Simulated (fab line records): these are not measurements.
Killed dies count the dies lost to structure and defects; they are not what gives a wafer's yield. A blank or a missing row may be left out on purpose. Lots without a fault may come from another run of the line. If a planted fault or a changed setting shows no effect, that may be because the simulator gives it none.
Matching of chambers / flow nandHarc / 4 sister chambers for NHARC_A_STAIRCASE_ETCH_444 on rieDiel-02
The step etches the open film in C4F8/O2, target depth 20400 nm, time 6800 s. 4 wafers are shown with their chamber, then 11 later ones without.

## WAFERS PAIRED WITH THEIR CHAMBERS
wafer=L083.2; chamber=3; rfVppV (V)=814
wafer=L088.1; chamber=0; rfVppV (V)=798
wafer=L088.3; chamber=1; rfVppV (V)=807
wafer=L089.3; chamber=2; rfVppV (V)=801

## WAFERS MISSING THEIR CHAMBER
wafer=L089.4; rfVppV (V)=809
wafer=L089.5; rfVppV (V)=808
wafer=L093.2; rfVppV (V)=813
wafer=L093.3; rfVppV (V)=799
wafer=L093.6; rfVppV (V)=801
wafer=L096.1; rfVppV (V)=799
wafer=L096.3; rfVppV (V)=808
wafer=L096.6; rfVppV (V)=799
wafer=L097.2; rfVppV (V)=809
wafer=L097.5; rfVppV (V)=809
wafer=L097.6; rfVppV (V)=799

## WHICH CHAMBER EACH ONE RAN IN
wafer=L089.4; from the rows above=1; in truth=1
wafer=L089.5; from the rows above=1; in truth=1
wafer=L093.2; from the rows above=3; in truth=3
wafer=L093.3; from the rows above=can't be placed: 0 or 2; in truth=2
wafer=L093.6; from the rows above=2; in truth=2
wafer=L096.1; from the rows above=can't be placed: 0 or 2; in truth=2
wafer=L096.3; from the rows above=1; in truth=1
wafer=L096.6; from the rows above=can't be placed: 0 or 2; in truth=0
wafer=L097.2; from the rows above=1; in truth=1
wafer=L097.5; from the rows above=1; in truth=1
wafer=L097.6; from the rows above=can't be placed: 0 or 2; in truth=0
7 of 11 placed correctly. From these rows, 4 cannot be placed; in 4 the true chamber is one of the candidates. Placed wrongly: 0.
How it was worked out, from the rows above alone: a wafer's distance from a chamber is the root of the sum, over the readings, of the square of ((its reading less the chamber's mean) divided by the reading's scatter). The wafer belongs to the nearest chamber; if the next one is less than 2 further off, it can't be placed. A chamber's mean is the mean of its shown wafers. The scatter: root of mean squared gap, hidden wafer to nearest shown wafer, with one shown wafer a chamber.
